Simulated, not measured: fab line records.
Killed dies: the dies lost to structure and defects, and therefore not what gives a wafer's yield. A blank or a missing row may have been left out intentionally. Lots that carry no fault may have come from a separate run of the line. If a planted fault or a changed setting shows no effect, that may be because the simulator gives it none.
Chamber matching    flow nand harc    rie diel-01 running NHARC_A_M0_ETCH_34: 4 sister chambers
The step etches the open film in N2/H2, target depth 40 nm, overetch 12 nm, time 43.94 s. 8 wafers are shown with their chamber, then 9 later ones without.

WAFERS WITH THEIR CHAMBER
wafer   chamber  rf vpp V (V)  oes product au (a.u.)
L081.4  1        434           1.009
L080.1  2        427           0.999
L080.4  1        433           1.009
L083.3  2        428           1.003
L083.5  0        432           0.991
L085.1  3        435           1.003
L085.5  0        431           0.993
L085.6  3        435           1.001

WAFERS WITH NO CHAMBER GIVEN
wafer   rf vpp V (V)  oes product au (a.u.)
L086.1  432           0.998
L086.4  436           0.991
L086.5  436           1.002
L087.2  428           1.002
L087.3  436           1.001
L087.5  426           0.995
L093.2  435           0.999
L093.4  433           0.999
L093.6  432           1.002

WHICH CHAMBER EACH WENT THROUGH
wafer   from the rows above           in truth
L086.1  can't be placed: 0 or 3       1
L086.4  can't be placed: 3 or 0       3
L086.5  3                             3
L087.2  2                             2
L087.3  3                             3
L087.5  2                             2
L093.2  3                             3
L093.4  can't be placed: 3 or 0       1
L093.6  can't be placed: 1 or 3 or 0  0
Placed correctly: 5 of 9. Unplaceable from these rows: 4, with the true chamber sitting among the candidates in 2. Wrongly placed: 0.
How it was worked out, from the rows above alone: a wafer's distance from a chamber is the root of the sum, over the readings, of the square of ((its reading less the chamber's mean) divided by the reading's scatter). If the next closest chamber is less than 2 further off than the closest, the wafer can't be placed; otherwise it belongs to the closest. For every chamber, the mean is computed from those of its wafers that are shown. The scatter: the root of (the sum of the squares of (reading less its chamber's mean) over the shown wafers, divided by (wafers less chambers)).
